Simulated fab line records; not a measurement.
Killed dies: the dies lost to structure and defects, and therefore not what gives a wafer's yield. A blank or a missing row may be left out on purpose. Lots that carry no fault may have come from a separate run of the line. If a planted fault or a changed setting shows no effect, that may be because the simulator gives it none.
Matching of chambers	flow n5_finfet	N5_BEOL_M7_DESCUM_33 on rie_diel-01 has 4 sister chambers
The step chemistry O2, time 7 s. 14 wafers are shown with their chamber, then 7 later ones without.

== WAFERS WITH THEIR CHAMBER ==
wafer	chamber	drypump_motor_current_A (A)	showerhead_plenum_p_Torr (Torr)	throttle_valve_pct (%)
L079.1	0	5.2	2.09	20.76
L079.2	3	5.9	2.01	20.72
L079.5	2	6.0	2.09	20.32
L080.1	0	5.2	2.09	20.79
L080.4	2	6.0	2.09	20.32
L080.5	2	6.0	2.09	20.30
L081.3	3	5.9	2.01	20.73
L081.4	2	6.0	2.09	20.31
L081.6	2	6.0	2.09	20.31
L088.1	3	5.9	2.00	20.76
L088.3	1	4.9	2.14	20.37
L088.4	2	6.0	2.08	20.34
L090.1	3	5.9	2.00	20.76
L090.3	1	4.8	2.14	20.37

SIGNATURES (means of the wafers above)
reading	chamber 0	chamber 1	chamber 2	chamber 3	scatter within a chamber
drypump_motor_current_A	5.200	4.850	6.000	5.900	0.0224
showerhead_plenum_p_Torr	2.0900	2.1400	2.0883	2.0050	0.00428
throttle_valve_pct	20.7750	20.3700	20.3167	20.7425	0.0163
Rule: distance of a wafer from a chamber = root of the sum over the readings of ((wafer's reading minus chamber's mean) / reading's scatter) squared. The wafer belongs to the nearest chamber; if the next one is less than 2 further off, it can't be placed. How the scatter is found: for the shown wafers, subtract from each reading the mean of its chamber, square and add these, divide the total by (wafers less chambers), then take the root.

== WAFERS WITH NO CHAMBER GIVEN ==
wafer	drypump_motor_current_A (A)	showerhead_plenum_p_Torr (Torr)	throttle_valve_pct (%)
L090.5	4.9	2.14	20.37
L091.3	4.8	2.14	20.36
L091.5	6.0	2.08	20.35
L091.6	5.2	2.08	20.79
L097.1	5.9	2.00	20.77
L097.3	5.2	2.08	20.80
L097.6	6.0	2.08	20.37

== WHICH CHAMBER EACH ONE RAN IN ==
wafer	from the rows above	in truth
L090.5	1	1
L091.3	1	1
L091.5	2	2
L091.6	0	0
L097.1	3	3
L097.3	0	0
L097.6	2	2
Correct placement for 7 of the 7. Number that these rows cannot place: 0. 0 placed wrongly.
